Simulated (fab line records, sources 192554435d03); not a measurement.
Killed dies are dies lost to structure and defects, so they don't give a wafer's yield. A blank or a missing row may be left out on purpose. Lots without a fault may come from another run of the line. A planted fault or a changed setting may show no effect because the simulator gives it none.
Chamber matching | flow n5_finfet | N5_BEOL_M10_CURE_71 on uv_cure-02: 3 sister chambers
The step cures SiCOH lowk, time 240 s. 22 wafers are shown with their chamber, then 11 later ones without.

WAFERS WITH THEIR CHAMBER
wafer  | chamber | lamp_power_pct (%) | wafer_temp_C_max
L075.3 | 2       | 52.36              | 386.9
L075.4 | 2       | 52.37              | 386.4
L075.6 | 2       | 52.35              | 385.8
L079.3 | 2       | 52.39              | 386.3
L079.5 | 2       | 52.33              | 386.2
L079.6 | 2       | 52.29              | 385.9
L080.3 | 0       | 52.35              | 386.1
L080.4 | 0       | 52.37              | 386.0
L080.6 | 0       | 52.33              | 386.0
L081.3 | 1       | 52.31              | 385.9
L081.4 | 1       | 52.38              | 386.2
L081.5 | 1       | 52.32              | 386.1
L086.2 | 0       | 52.41              | 386.2
L086.4 | 0       | 52.33              | 386.6
L086.5 | 0       | 52.34              | 385.9
L090.2 | 1       | 52.35              | 386.3
L090.4 | 1       | 52.35              | 386.3
L090.5 | 1       | 52.34              | 385.8
L091.2 | 2       | 52.19              | 386.1
L091.5 | 2       | 52.25              | 385.6
L091.6 | 2       | 52.41              | 386.0
L093.1 | 0       | 52.30              | 386.0

SIGNATURES (means of the wafers above)
reading          | chamber 0 | chamber 1 | chamber 2 | scatter within a chamber
lamp_power_pct   | 52.3471   | 52.3417   | 52.3267   | 0.0517
wafer_temp_C_max | 386.114   | 386.100   | 386.133   | 0.3
Rule: a wafer's distance from a chamber is the root of the sum, over the readings, of the square of ((its reading less the chamber's mean) divided by the reading's scatter). The wafer belongs to the nearest chamber; if the next one is less than 2 further off, it can't be placed. The scatter: the root of (the sum of the squares of (reading less its chamber's mean) over the shown wafers, divided by (wafers less chambers)).

WAFERS WITHOUT THEIR CHAMBER
wafer  | lamp_power_pct (%) | wafer_temp_C_max
L093.2 | 52.35              | 385.7
L093.6 | 52.31              | 385.5
L092.4 | 52.31              | 385.9
L092.5 | 52.39              | 386.6
L092.6 | 52.30              | 385.7
L096.3 | 52.26              | 386.5
L096.4 | 52.32              | 386.4
L096.6 | 52.21              | 386.3
L097.2 | 52.39              | 386.0
L097.3 | 52.25              | 386.1
L097.5 | 52.23              | 385.8

WHICH CHAMBER EACH WENT THROUGH
wafer  | from the rows above          | in truth
L093.2 | can't be placed: 1 or 0 or 2 | 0
L093.6 | can't be placed: 1 or 2 or 0 | 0
L092.4 | can't be placed: 2 or 1 or 0 | 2
L092.5 | can't be placed: 0 or 1 or 2 | 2
L092.6 | can't be placed: 2 or 1 or 0 | 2
L096.3 | can't be placed: 2 or 1 or 0 | 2
L096.4 | can't be placed: 2 or 1 or 0 | 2
L096.6 | can't be placed: 2 or 1 or 0 | 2
L097.2 | can't be placed: 0 or 1 or 2 | 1
L097.3 | can't be placed: 2 or 1 or 0 | 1
L097.5 | can't be placed: 2 or 1 or 0 | 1
Placed correctly: 0 of 11. Can't be placed from these rows: 11 (the true chamber is among the candidates in 11). Placed wrongly: 0.
